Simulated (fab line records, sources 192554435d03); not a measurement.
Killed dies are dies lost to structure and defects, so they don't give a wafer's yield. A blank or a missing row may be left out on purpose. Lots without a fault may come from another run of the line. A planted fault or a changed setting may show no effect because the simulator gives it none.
A struck lot beside a sound one | flow n5_finfet | 17 steps out of a route of 1938
Sound: wafers L961.2, L961.3, L961.4. Struck: wafers L964.4, L964.5, L964.6. The cause comes at the end.
At each step with rows: each side's tool, then ch and its chambers, then its first start. Under that, the readings that differ: sound wafers | struck wafers | difference of the means | sigmas: that difference in standard deviations of wafers without a fault.
alike: readings whose means differ by less than 2 such deviations, and words and numbers that are the same on both sides. not compared: withheld readings, readings that some wafer has no value for, bounds like >300 that may hide the same value, and numbers for which the record gives no deviation and whose values overlap.
The two part at a step that has a row with sigmas, a row that says differs or no value, or rows on one side only. Numbers that don't overlap but have no deviation are shown without sigmas and don't part them. A reading that every wafer of one side lacks parts them only if that side has two wafers or more.

first, 3 steps without rows for these wafers: N5_BEOL_M0_SAQP_STRIP_86 (strips in N2/H2); N5_BEOL_M0_SAQP_STRIP_115 (strips in post etch residue remover, time 60 s); N5_BEOL_M0_SAQP_SRD_93 (time 30 s).
N5_BEOL_M0_SAQP_RECESS_114: chemistry HF/NH3, target SiO2, target depth 14.4 nm, afs cycles 3, sublimation time 60 s.
  sound on vapor_etch-01 ch 0,1, day 8 15:27; struck on vapor_etch-02 ch 0,1, day 9 07:22
  alike: drypump_motor_current_A
N5_BEOL_M0_SAQP_SPACER1_ALD_98: deposits SiO2, target thk 12.8 nm, pulse time 1 s, purge time 2 s.
  sound on ald_sin-02 ch 0,2,3, day 8 15:50; struck on ald_sin-02 ch 0,1,3, day 9 07:38
  alike: chamber_pressure_Torr, heater_power_w, precursor_pulse_height_rel, susceptor_temp_C
N5_BEOL_M0_SAQP_SPACER1_ETCHBACK_99: etches SiO2 in CHF3/O2, target depth 15.4 nm, time 7.7 s.
  sound on rie_diel-02 ch 1,2,3, day 8 16:19; struck on rie_diel-01 ch 0,1,3, day 9 08:09
  alike: CHF3_flow_sccm, drypump_motor_current_A, oes_product_au, rf_vpp_V, showerhead_plenum_p_Torr, throttle_valve_pct
  not compared: rf_hours_counter_h
then, 1 step without rows for these wafers: N5_BEOL_M0_SAQP_MANDREL1_REMOVE_100 (chemistry HBr/Cl2/O2, target a-Si, stops on SiNx, bt time 10 s).
N5_BEOL_M0_SAQP_CD_MEAS_25: target cd 13.1 nm.
  sound on cd_sem-03 ch 0, day 8 16:31; struck on cd_sem-02 ch 0, day 9 08:21
  alike: cd_nm
then, 3 steps without rows for these wafers: N5_BEOL_M0_SAQP_ETCH_101 (etches SiNx in CH3F/O2, target depth 29.9 nm, time 42.7 s); N5_BEOL_M0_SAQP_ETCH_102 (etches SiO2 in CF4, target depth 4 nm, time 4.4 s); N5_BEOL_M0_SAQP_MANDREL_ETCH_103 (etches a-Si in HBr/Cl2, stops on SiCN, target depth 45 nm, bt time 10 s, time 27 s).
N5_BEOL_M0_SAQP_RECESS_104: chemistry HF/NH3, target SiO2, target depth 18 nm, afs cycles 3, sublimation time 60 s.
  sound on vapor_etch-01 ch 0,1, day 8 16:46; struck on vapor_etch-02 ch 0,1, day 9 08:47
  alike: drypump_motor_current_A
N5_BEOL_M0_SAQP_COAT_105: time 60 s, resist thk 100 nm.
  sound on litho_track-05 ch 0, day 8 17:09; struck on litho_track-05 ch 0, day 9 09:04
  reading                                        | sound                | struck               | difference | sigmas
  spin_speed_rpm (rpm)                           | 1499.8 1500.6 1499.4 | 1218.3 1217.8 1217.9 | -281.9     | -99 or more
  model.SOC_of_BEOL_M0_SAQP_COAT_105.thk_nm (nm) | 100.6 100 100.4      | 111 111.2 111        | +11        |
  alike: dispense_pressure_kPa
then, 1 step without rows for these wafers: N5_BEOL_M0_SAQP_ETCH_106 (etches SOC in N2/H2, stops on SiNx, target depth 150 nm).
N5_BEOL_M0_SAQP_ETCH_107: etches SiNx in CH3F/O2, target depth 30 nm.
  sound on rie_diel-06 ch 0,2,3, day 8 17:16; struck on rie_diel-06 ch 0,1, day 9 09:11
  reading                                        | sound          | struck         | difference | sigmas
  model.SOC_of_BEOL_M0_SAQP_COAT_105.thk_nm (nm) | 13.4 14.4 15.6 | 24.6 26.8 24.6 | +10.9      |
  alike: drypump_motor_current_A, oes_product_au, rf_vpp_V, showerhead_plenum_p_Torr, throttle_valve_pct
  not compared: rf_hours_counter_h
N5_BEOL_M0_SAQP_STRIP_108: strips in N2/H2.
  sound on rie_diel-06 ch 0,2,3, day 8 17:19; struck on rie_diel-06 ch 0,1, day 9 09:13
  alike: drypump_motor_current_A, oes_product_au, rf_vpp_V, showerhead_plenum_p_Torr, throttle_valve_pct
  not compared: rf_hours_counter_h
-- the record jumps here: 2 days lie between the struck wafers' starts before and after (it left off in module BEOL_M0_SAQP and takes up again in module BEOL_M4, whose first step shown is number 1111 of the route) --
N5_BEOL_M4_RC_MEAS_101:
  sound on prober-02 ch 0, day 11 05:46; struck on prober-01 ch 0, day 11 11:01
  alike: DIBL_N, DIBL_P, IOFF_N, IOFF_P, ION_N, ION_P, SS_N, SS_P, VT_N, VT_P

WHERE THEY PART
Only at N5_BEOL_M0_SAQP_COAT_105, within this record. Later steps at which nothing parts them and some readings are alike: N5_BEOL_M0_SAQP_ETCH_107, N5_BEOL_M0_SAQP_STRIP_108, N5_BEOL_M4_RC_MEAS_101.

WHY: what the simulator had put in
Process parameter drift: litho_track-05, from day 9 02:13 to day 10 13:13, at N5_BEOL_M0_SAQP_COAT_105. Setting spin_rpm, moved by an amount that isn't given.
